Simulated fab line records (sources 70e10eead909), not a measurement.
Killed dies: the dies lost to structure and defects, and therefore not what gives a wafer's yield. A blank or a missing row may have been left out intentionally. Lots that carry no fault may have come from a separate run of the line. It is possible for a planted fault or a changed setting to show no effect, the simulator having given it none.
Which tool is to blame?	flow nand harc	21 lots with 63 wafers sampled at 6 steps, on a route of 1302 steps

== WHAT EACH GAUGE READ, for each wafer ==
Not one reading of a measure or inspect step in the record can be checked against a usual standard deviation.

== EACH LOT AND THE TOOL THAT RAN IT (in order: tool; ch and the chambers of the sampled wafers; start) ==
lot	NHARC_A_STAIRCASE_TRIM_202	NHARC_A_STAIRCASE_TRIM_226	NHARC_A_STAIRCASE_TRIM_235	NHARC_A_STAIRCASE_DEP_259	NHARC_A_STAIRCASE_ETCH_271	NHARC_A_STAIRCASE_HM_OPEN_460
L074	rie diel-01 ch 0,3, day 16 13:26 or earlier	rie diel-05 ch 1,3, day 16 13:26 or earlier	rie diel-09 ch 1,3, day 16 13:26 or earlier	pecvd-01 ch 1,2, day 16 13:26	rie diel-01 ch 2,3, day 16 14:31	rie diel-05 ch 1,2, no start
L075	rie diel-09 ch 0,1,3, day 16 17:09 or earlier	rie diel-01 ch 1,3, day 16 17:09 or earlier	rie diel-09 ch 1,3, day 16 17:09 or earlier	pecvd-03 ch 1,2, day 16 17:09	rie diel-01 ch 1,2, day 16 18:10	rie diel-09 ch 0,3, no start
L076	rie diel-05 ch 0,1,2, day 17 04:26 or earlier	rie diel-05 ch 1,2,3, day 17 04:26 or earlier	rie diel-05 ch 0,2,3, day 17 04:26 or earlier	pecvd-04 ch 1,2, day 17 04:26	rie diel-09 ch 0,1,3, day 17 05:34	rie diel-05 ch 0,1,2, no start
L077	rie diel-01 ch 0,1,2, day 18 06:47 or earlier	rie diel-01 ch 0,1,3, day 18 06:47 or earlier	rie diel-05 ch 0,1,2, day 18 06:47 or earlier	pecvd-03 ch 0,1,2, day 18 06:47	rie diel-09 ch 0,1,3, day 18 09:20	rie diel-01 ch 0,2, no start
L078	rie diel-05 ch 0,3, day 18 09:31 or earlier	rie diel-05 ch 0,2,3, day 18 09:31 or earlier	rie diel-05 ch 0,1,2, day 18 09:31 or earlier	pecvd-01 ch 1,2, day 18 09:31	rie diel-05 ch 1,2,3, day 18 10:51	rie diel-09 ch 1,2,3, no start
L079	rie diel-01 ch 2,3, day 18 12:19 or earlier	rie diel-01 ch 2,3, day 18 12:19 or earlier	rie diel-01 ch 2,3, day 18 12:19 or earlier	pecvd-01 ch 0,1,2, day 18 12:19	rie diel-01 ch 2,3, day 18 13:27	rie diel-09 ch 0,1,3, no start
L080	rie diel-09 ch 1,2, day 18 12:11 or earlier	rie diel-09 ch 0,3, day 18 12:11 or earlier	rie diel-09 ch 0,1, day 18 12:11 or earlier	pecvd-01 ch 0,2, day 18 12:11	rie diel-09 ch 1,2,3, day 18 13:14	rie diel-01 ch 0,2,3, no start
L081	rie diel-05 ch 0,1,2, day 19 06:41 or earlier	rie diel-05 ch 0,1, day 19 06:41 or earlier	rie diel-09 ch 0,1,3, day 19 06:41 or earlier	pecvd-03 ch 0,1, day 19 06:41	rie diel-05 ch 2,3, day 19 07:43	rie diel-01 ch 2,3, no start
L083	rie diel-05 ch 0,3, day 19 15:53 or earlier	rie diel-01 ch 0,1,2, day 19 15:53 or earlier	rie diel-05 ch 1,2,3, day 19 15:53 or earlier	pecvd-03 ch 0,1,2, day 19 15:53	rie diel-09 ch 0,1, day 19 16:56	rie diel-01 ch 0,2, no start
L082	rie diel-05 ch 1,2, day 20 00:20 or earlier	rie diel-05 ch 0,2,3, day 20 00:20 or earlier	rie diel-05 ch 0,1,2, day 20 00:20 or earlier	pecvd-03 ch 0,2, day 20 00:20	rie diel-09 ch 0,1, day 20 01:22	rie diel-01 ch 1,3, no start
L085	rie diel-01 ch 0,1,3, day 20 21:19 or earlier	rie diel-09 ch 0,1,3, day 20 21:19 or earlier	rie diel-05 ch 0,1,3, day 20 21:19 or earlier	pecvd-01 ch 0,1, day 20 21:19	rie diel-05 ch 1,2,3, day 21 00:53	rie diel-09 ch 0,1,3, no start
L086	rie diel-05 ch 0,2,3, day 21 10:58 or earlier	rie diel-09 ch 0,1,3, day 21 10:58 or earlier	rie diel-09 ch 1,2,3, day 21 10:58 or earlier	pecvd-01 ch 1,2, day 21 10:58	rie diel-09 ch 1,2,3, day 21 12:11	rie diel-01 ch 0,1,2, no start
L087	rie diel-01 ch 0,1,3, day 22 08:59 or earlier	rie diel-05 ch 0,1,2, day 22 08:59 or earlier	rie diel-01 ch 0,1,2, day 22 08:59 or earlier	pecvd-04 ch 0,1,2, day 22 08:59	rie diel-09 ch 0,2,3, day 22 09:55	rie diel-09 ch 0,1,3, no start
L089	rie diel-05 ch 0,2, day 22 10:49 or earlier	rie diel-01 ch 1,2, day 22 10:49 or earlier	rie diel-05 ch 0,1,2, day 22 10:49 or earlier	pecvd-04 ch 0,1,2, day 22 10:49	rie diel-01 ch 0,1,3, day 22 11:54	rie diel-09 ch 0,2,3, no start
L088	rie diel-01 ch 0,3, day 22 10:55 or earlier	rie diel-01 ch 0,2,3, day 22 10:55 or earlier	rie diel-09 ch 0,3, day 22 10:55 or earlier	pecvd-03 ch 0,1,2, day 22 10:55	rie diel-05 ch 0,2,3, day 22 12:04	rie diel-01 ch 0,1, no start
L091	rie diel-01 ch 1,2, day 23 20:46 or earlier	rie diel-09 ch 0,1,2, day 23 20:46 or earlier	rie diel-05 ch 0,1,3, day 23 20:46 or earlier	pecvd-04 ch 0,2, day 23 20:46	rie diel-01 ch 1,2,3, day 23 21:50	rie diel-05 ch 0,1,3, no start
L092	rie diel-05 ch 0,2,3, day 24 04:14 or earlier	rie diel-09 ch 0,2,3, day 24 04:14 or earlier	rie diel-05 ch 0,2,3, day 24 04:14 or earlier	pecvd-01 ch 0,1,2, day 24 04:14	rie diel-09 ch 0,2,3, day 24 05:19	rie diel-01 ch 1,2, day 24 15:47
L093	rie diel-05 ch 0,3, day 24 07:04 or earlier	rie diel-05 ch 1,2, day 24 07:04 or earlier	rie diel-09 ch 2,3, day 24 07:04 or earlier	pecvd-04 ch 0,1, day 24 07:04	rie diel-09 ch 2,3, day 24 08:08	rie diel-09 ch 0,2, day 24 22:26
L094	rie diel-05 ch 0,1,3, day 25 01:05 or earlier	rie diel-05 ch 0,2,3, day 25 01:05 or earlier	rie diel-05 ch 2,3, day 25 01:05 or earlier	pecvd-04 ch 0,1,2, day 25 01:05	rie diel-05 ch 0,1, day 25 02:08	rie diel-09 ch 0,2,3, no start
L096	rie diel-05 ch 1,2, day 25 06:42 or earlier	rie diel-01 ch 1,2,3, day 25 06:42 or earlier	rie diel-01 ch 2,3, day 25 06:42 or earlier	pecvd-03 ch 0,2, day 25 06:42	rie diel-01 ch 0,1,3, day 25 07:43	rie diel-09 ch 1,2,3, no start
L097	rie diel-01 ch 0,1,3, day 26 08:49 or earlier	rie diel-09 ch 0,2, day 26 08:49 or earlier	rie diel-09 ch 1,2,3, day 26 08:49 or earlier	pecvd-01 ch 0,1,2, day 26 08:49	rie diel-09 ch 0,2,3, day 26 09:44	rie diel-09 ch 0,3, no start
- NHARC_A_STAIRCASE_TRIM_202: chemistry O2, time 211.2 s.
- NHARC_A_STAIRCASE_TRIM_226: chemistry O2, time 211.2 s.
- NHARC_A_STAIRCASE_TRIM_235: chemistry O2, time 211.2 s.
- NHARC_A_STAIRCASE_DEP_259: deposits SiON, target thk 30 nm.
- NHARC_A_STAIRCASE_ETCH_271: etches the open film in CF4/CHF3.
- NHARC_A_STAIRCASE_HM_OPEN_460: chemistry O2/COS.

== AS READ BY THE TOOLS THEMSELVES (means over the sampled wafers that have a number; for cases with no such wafer, the mark the record gives instead) ==
NHARC_A_STAIRCASE_TRIM_202. Usual: drypump motor current A 5.7 A, standard deviation 0.6; oes product au 0.997 a.u., standard deviation 0.0079; rf vpp V 57.8 V, standard deviation 0.91; showerhead plenum p Torr 3.56 Torr, standard deviation 0.17; throttle valve pct 17.037 %, standard deviation 0.0092.
lot	tool	drypump motor current A (A)	oes product au (a.u.)	rf vpp V (V)	showerhead plenum p Torr (Torr)	throttle valve pct (%)	flag
L074	rie diel-01	5.7	1.006	56.8	3.30	17.038	
L075	rie diel-09	5.7	0.992	58.3	3.56	17.034	
L076	rie diel-05	5.3	0.984	57.1	3.50	17.040	
L077	rie diel-01	5.9	0.993	58.4	3.76	17.037	
L078	rie diel-05	6.2	0.995	58.1	3.58	17.032	
L079	rie diel-01	6.1	0.999	58.3	3.47	17.044	
L080	rie diel-09	5.6	1.005	57.9	3.48	17.030	
L081	rie diel-05	5.3	0.991	58.0	3.49	17.040	
L083	rie diel-05	6.1	0.996	58.1	3.45	17.036	
L082	rie diel-05	4.9	1.000	58.0	3.55	17.038	
L085	rie diel-01	5.8	0.997	58.3	3.58	17.030	
L086	rie diel-05	5.6	1.001	57.6	3.50	17.037	
L087	rie diel-01	5.8	0.996	57.3	3.58	17.027	
L089	rie diel-05	5.1	0.991	57.9	3.44	17.045	
L088	rie diel-01	5.3	0.996	57.9	3.62	17.041	
L091	rie diel-01	6.3	1.005	58.4	3.69	17.040	
L092	rie diel-05	5.6	0.996	57.5	3.49	17.031	
L093	rie diel-05	6.2	0.998	58.4	3.56	17.038	
L094	rie diel-05	5.8	0.996	57.5	3.53	17.035	
L096	rie diel-05	4.9	0.988	57.7	3.53	17.028	
L097	rie diel-01	5.7	0.997	58.3	3.74	17.032	

NHARC_A_STAIRCASE_TRIM_226. Usual: drypump motor current A 5.7 A, standard deviation 0.55; oes product au 0.998 a.u., standard deviation 0.0081; rf vpp V 57.8 V, standard deviation 0.89; showerhead plenum p Torr 3.55 Torr, standard deviation 0.17; throttle valve pct 17.035 %, standard deviation 0.0094.
lot	tool	drypump motor current A (A)	oes product au (a.u.)	rf vpp V (V)	showerhead plenum p Torr (Torr)	throttle valve pct (%)	flag
L074	rie diel-05	5.7	0.998	57.2	3.67	17.038	
L075	rie diel-01	6.2	1.004	58.3	3.56	17.037	
L076	rie diel-05	5.5	1.000	58.6	3.63	17.034	
L077	rie diel-01	5.7	0.994	58.0	3.59	17.027	
L078	rie diel-05	5.6	1.001	57.7	3.51	17.036	
L079	rie diel-01	6.3	0.998	57.5	3.63	17.043	
L080	rie diel-09	5.8	0.992	58.6	3.54	17.042	
L081	rie diel-05	5.7	0.995	58.0	3.43	17.033	
L083	rie diel-01	5.8	1.007	58.2	3.75	17.041	
L082	rie diel-05	5.6	1.004	58.1	3.51	17.035	
L085	rie diel-09	5.7	0.998	57.5	3.53	17.037	
L086	rie diel-09	5.7	1.005	57.9	3.53	17.045	
L087	rie diel-05	5.3	1.002	58.0	3.48	17.025	
L089	rie diel-01	6.4	0.997	58.3	3.74	17.037	
L088	rie diel-01	5.8	1.001	58.1	3.62	17.042	
L091	rie diel-09	5.8	0.995	58.1	3.46	17.034	
L092	rie diel-09	5.8	1.005	58.0	3.46	17.042	
L093	rie diel-05	4.9	0.997	57.7	3.53	17.033	
L094	rie diel-05	5.6	0.988	58.4	3.49	17.039	
L096	rie diel-01	6.3	1.002	58.9	3.74	17.041	
L097	rie diel-09	5.9	1.002	57.2	3.39	17.038	

NHARC_A_STAIRCASE_TRIM_235. Usual: drypump motor current A 5.7 A, standard deviation 0.49; oes product au 0.997 a.u., standard deviation 0.0075; rf vpp V 57.8 V, standard deviation 0.88; showerhead plenum p Torr 3.53 Torr, standard deviation 0.15; throttle valve pct 17.035 %, standard deviation 0.0081.
lot	tool	drypump motor current A (A)	oes product au (a.u.)	rf vpp V (V)	showerhead plenum p Torr (Torr)	throttle valve pct (%)	flag
L074	rie diel-09	5.5	0.998	58.4	3.54	17.034	
L075	rie diel-09	5.5	1.008	58.0	3.55	17.039	
L076	rie diel-05	5.6	0.996	57.3	3.52	17.037	
L077	rie diel-05	5.3	0.995	57.8	3.49	17.033	
L078	rie diel-05	5.3	1.002	57.8	3.49	17.029	
L079	rie diel-01	6.3	0.994	59.5	3.63	17.028	
L080	rie diel-09	5.7	0.994	58.1	3.56	17.040	
L081	rie diel-09	5.7	1.007	57.5	3.54	17.038	
L083	rie diel-05	5.5	0.990	58.0	3.61	17.041	
L082	rie diel-05	5.3	0.989	57.2	3.49	17.037	
L085	rie diel-05	5.9	0.996	57.9	3.55	17.029	
L086	rie diel-09	5.6	1.007	58.1	3.46	17.026	
L087	rie diel-01	5.8	0.997	58.2	3.74	17.032	
L089	rie diel-05	5.3	0.992	57.8	3.48	17.042	
L088	rie diel-09	5.9	0.990	58.3	3.54	17.030	
L091	rie diel-05	5.9	0.993	57.8	3.54	17.036	
L092	rie diel-05	5.6	0.990	57.4	3.49	17.029	
L093	rie diel-09	5.7	1.009	56.8	3.39	17.032	
L094	rie diel-05	5.2	0.996	58.4	3.55	17.034	
L096	rie diel-01	6.2	0.996	57.9	3.79	17.039	
L097	rie diel-09	5.6	1.005	58.3	3.44	17.037	

NHARC_A_STAIRCASE_DEP_259. Usual: heater power outer w 470 W, standard deviation 76; heater power w 776 W, standard deviation 110.
lot	tool	heater power outer w (W)	heater power w (W)	flag
L074	pecvd-01	566	908	
L075	pecvd-03	361	608	
L076	pecvd-04	462	763	
L077	pecvd-03	383	653	
L078	pecvd-01	534	866	
L079	pecvd-01	570	926	
L080	pecvd-01	538	875	
L081	pecvd-03	448	743	
L083	pecvd-03	389	652	
L082	pecvd-03	393	666	
L085	pecvd-01	512	859	
L086	pecvd-01	516	851	
L087	pecvd-04	456	750	
L089	pecvd-04	443	731	
L088	pecvd-03	394	664	
L091	pecvd-04	430	717	
L092	pecvd-01	584	936	
L093	pecvd-04	485	796	
L094	pecvd-04	460	773	
L096	pecvd-03	408	686	
L097	pecvd-01	527	867	

NHARC_A_STAIRCASE_ETCH_271. Usual: bias w 199.9 W, standard deviation 0.62; drypump motor current A 5.7 A, standard deviation 0.48; oes product au 0.950 a.u., standard deviation 0.021; rf vpp V 370.6 V, standard deviation 2.7; showerhead plenum p Torr 1.57 Torr, standard deviation 0.072; throttle valve pct 16.803 %, standard deviation 0.01.
lot	tool	bias w (W)	drypump motor current A (A)	oes product au (a.u.)	rf vpp V (V)	showerhead plenum p Torr (Torr)	throttle valve pct (%)	flag
L074	rie diel-01	199.4	6.2	0.929	367.1	1.46	16.797	
L075	rie diel-01	198.3	6.4	0.973	369.6	1.52	16.790	
L076	rie diel-09	199.0	5.7	0.951	371.5	1.58	16.797	
L077	rie diel-09	200.2	5.7	0.924	371.5	1.58	16.807	
L078	rie diel-05	199.9	5.5	0.940	372.3	1.61	16.807	
L079	rie diel-01	200.1	6.3	0.924	372.3	1.62	16.804	
L080	rie diel-09	200.2	5.6	0.976	369.1	1.55	16.809	
L081	rie diel-05	199.6	5.8	0.949	371.7	1.62	16.804	
L083	rie diel-09	200.1	5.7	0.971	370.6	1.58	16.809	
L082	rie diel-09	200.2	5.7	0.930	370.9	1.58	16.819	
L085	rie diel-05	199.9	5.4	0.971	371.8	1.61	16.802	
L086	rie diel-09	199.9	5.6	0.971	370.0	1.54	16.799	
L087	rie diel-09	200.1	5.8	0.955	369.3	1.54	16.805	
L089	rie diel-01	200.6	5.7	0.968	372.2	1.59	16.805	
L088	rie diel-05	200.5	5.7	0.964	369.8	1.56	16.802	
L091	rie diel-01	200.4	6.2	0.917	371.7	1.59	16.806	
L092	rie diel-09	200.4	5.8	0.925	369.5	1.54	16.798	
L093	rie diel-09	199.9	5.7	0.923	367.7	1.51	16.806	
L094	rie diel-05	200.3	5.5	0.970	370.9	1.56	16.801	
L096	rie diel-01	199.8	5.7	0.962	373.5	1.67	16.799	
L097	rie diel-09	200.2	5.8	0.922	368.7	1.54	16.810	

NHARC_A_STAIRCASE_HM_OPEN_460. Usual: bias w 300.0 W, standard deviation 0.97; drypump motor current A 5.8 A, standard deviation 0.47; oes product au 0.998 a.u., standard deviation 0.0079; rf vpp V 467 V, standard deviation 3; showerhead plenum p Torr 3.14 Torr, standard deviation 0.14; throttle valve pct 28.329 %, standard deviation 0.0092.
lot	tool	bias w (W)	drypump motor current A (A)	oes product au (a.u.)	rf vpp V (V)	showerhead plenum p Torr (Torr)	throttle valve pct (%)	flag
L074	rie diel-05	300.7	5.1	0.993	469	3.19	28.321	
L075	rie diel-09	300.8	5.9	1.000	469	3.15	28.330	
L076	rie diel-05	300.6	5.3	1.010	467	3.09	28.329	
L077	rie diel-01	300.3	5.9	0.997	473	3.36	28.333	
L078	rie diel-09	299.8	5.6	1.000	467	3.07	28.338	
L079	rie diel-09	299.3	5.7	1.001	467	3.13	28.322	
L080	rie diel-01	299.6	5.8	1.003	468	3.22	28.326	
L081	rie diel-01	299.5	6.1	0.992	466	3.06	28.323	
L083	rie diel-01	299.3	5.4	1.006	471	3.36	28.330	
L082	rie diel-01	301.1	6.1	0.986	465	3.02	28.339	
L085	rie diel-09	299.4	5.7	0.990	468	3.12	28.346	
L086	rie diel-01	299.8	5.8	1.003	471	3.31	28.328	
L087	rie diel-09	300.7	5.7	0.998	468	3.12	28.328	
L089	rie diel-09	300.3	5.8	1.000	465	3.06	28.340	
L088	rie diel-01	300.0	5.8	1.000	470	3.28	28.328	
L091	rie diel-05	300.0	5.8	0.998	468	3.13	28.327	
L092	rie diel-01	300.6	6.4	0.998	471	3.30	28.337	
L093	rie diel-09	299.3	5.9	0.998	464	3.00	28.328	
L094	rie diel-09	299.6	5.8	0.994	465	3.05	28.327	
L096	rie diel-09	299.8	5.6	1.003	466	3.05	28.325	
L097	rie diel-09	300.1	5.8	0.995	467	3.10	28.331	

== THE ANSWER, worked out from the rows above alone ==
Rule: lot off if the mean of its wafers having a number is beyond 3 standard deviations from the usual mean. Also off: a lot with no number at a reading for which 4 or more lots have one. The other lots that the step has rows for count as sound. First the gauges in route order, then the tools' own readings, where a lot's mean is used as printed above. At the first step where some lot is off, the reading lying furthest off is the one used; lots without a number count as furthest.
None of the lots is off at any reading shown; this tells nothing.

== WHAT THE SIMULATOR HAD INSERTED ==
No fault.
